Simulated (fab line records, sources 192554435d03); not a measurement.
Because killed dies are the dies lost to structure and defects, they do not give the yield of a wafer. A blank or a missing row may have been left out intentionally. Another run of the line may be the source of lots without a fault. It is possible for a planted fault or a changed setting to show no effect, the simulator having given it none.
Lot-split experiment -- flow n5Finfet -- 7 lots, 21 wafers read, on a route of 1938 steps

## THE SPLIT
At N5_BEOL_M15_SPUTTER_43 (material TaN, target thk 15 nm, time 24.19 s), the setting powerW was moved away from the recipe's 15000 W on 9 of the 21 wafers read, by -16.9% to +17.7%. The other wafers ran this setting at the recipe's value.

The reading is taken at the split's own step.

## THE READING
TaN_of_BEOL_M15_SPUTTER_43.thkNm (the simulator's own value, which no gauge read), in nm, at N5_BEOL_M15_SPUTTER_43 (material TaN, target thk 15 nm, time 24.19 s). There is no usual value for it anywhere in the file. The 12 wafers here that ran the recipe average 15.0 nm, standard deviation 0.17 nm.

wafer,"tool, chamber at the split","powerW as run, W",against the recipe,"TaN_of_BEOL_M15_SPUTTER_43.thkNm, nm",against lot-mates on the recipe
L076.1,"pvdSputter-01, -",13270,-11.5%,13.6,-1.4
L076.5,"pvdSputter-01, -",13270,-11.5%,13.6,-1.4
L076.4,"pvdSputter-01, -",15000,recipe,15,-
L085.1,"pvdSputter-02, -",15000,recipe,14.8,-
L085.3,"pvdSputter-02, -",15920,+6.1%,15.8,+1.0
L085.5,"pvdSputter-02, -",15920,+6.1%,15.8,+1.0
L084.1,"pvdSputter-02, -",16240,+8.3%,16.2,+1.0
L084.4,"pvdSputter-02, -",16240,+8.3%,16.4,+1.2
L084.5,"pvdSputter-02, -",15000,recipe,15.2,-
L086.2,"pvdSputter-03, -",12470,-16.9%,12.2,-2.6
L086.4,"pvdSputter-03, -",15000,recipe,14.8,-
L086.5,"pvdSputter-03, -",15000,recipe,14.8,-
L088.1,"pvdSputter-01, -",15000,recipe,15.2,-
L088.6,"pvdSputter-01, -",15000,recipe,15.2,-
L088.4,"pvdSputter-01, -",15000,recipe,15,-
L089.2,"pvdSputter-01, -",15000,recipe,15.2,-
L089.6,"pvdSputter-01, -",15000,recipe,15.2,-
L089.3,"pvdSputter-01, -",15000,recipe,15,-
L091.1,"pvdSputter-03, -",17650,+17.7%,17.6,+2.8
L091.4,"pvdSputter-03, -",17650,+17.7%,17.6,+2.8
L091.6,"pvdSputter-03, -",15000,recipe,14.8,-

FIT RESULTS
A straight line over all 21 wafers: TaN_of_BEOL_M15_SPUTTER_43.thkNm changes by +0.146 nm for each +1% of powerW; r = +0.99; the points scatter about the line by 0.19 nm.
The same after taking each lot's own level away (the mean of its wafers on the recipe; 21 wafers): +0.148 nm for each +1%; r = +0.99; scatter 0.14 nm.
On that fit, the largest move of powerW shifts the reading by 2.6 nm.
The lots' own levels span 14.80 to 15.20 nm, that is 2.3 times the standard deviation above.
Consequently the slope shifts little with the lot-to-lot level, the two slopes agreeing.
Check: with one of the wafers moved furthest among these (+17.7%) left out of the fit, the line predicts +2.6 nm for it against its lot-mates. It came out at +2.8 nm against them.

## THE OTHER SPLITS THESE WAFERS WENT THROUGH
These wafers also went through other splits before the reading. Each is held against what the fit with the lots' levels taken away leaves over:
other split on the same wafers,wafers away from the commonest value,r with TaN_of_BEOL_M15_SPUTTER_43.thkNm (lot level and that fit taken away)
N5_BEOL_M10_VIA_ETCH_34 timeS,7,-0.24
N5_BEOL_M10_TRENCH_ETCH_37 biasW,11,-0.10
N5_BEOL_M11_COAT_05 spinRpm,8,-0.03
N5_BEOL_M11_EXPOSE_08 doseMj,6,-0.25
N5_BEOL_M13_COAT_04 spinRpm,4,-0.24
N5_BEOL_M13_SPUTTER_43 powerW,8,+0.48
N5_BEOL_M13_CMP_49 downForcePsi,9,+0.22

## THE FILE'S OWN FIT
TaN_of_BEOL_M15_SPUTTER_43.thkNm changes by +0.149 nm for each +1% of powerW, r = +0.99.
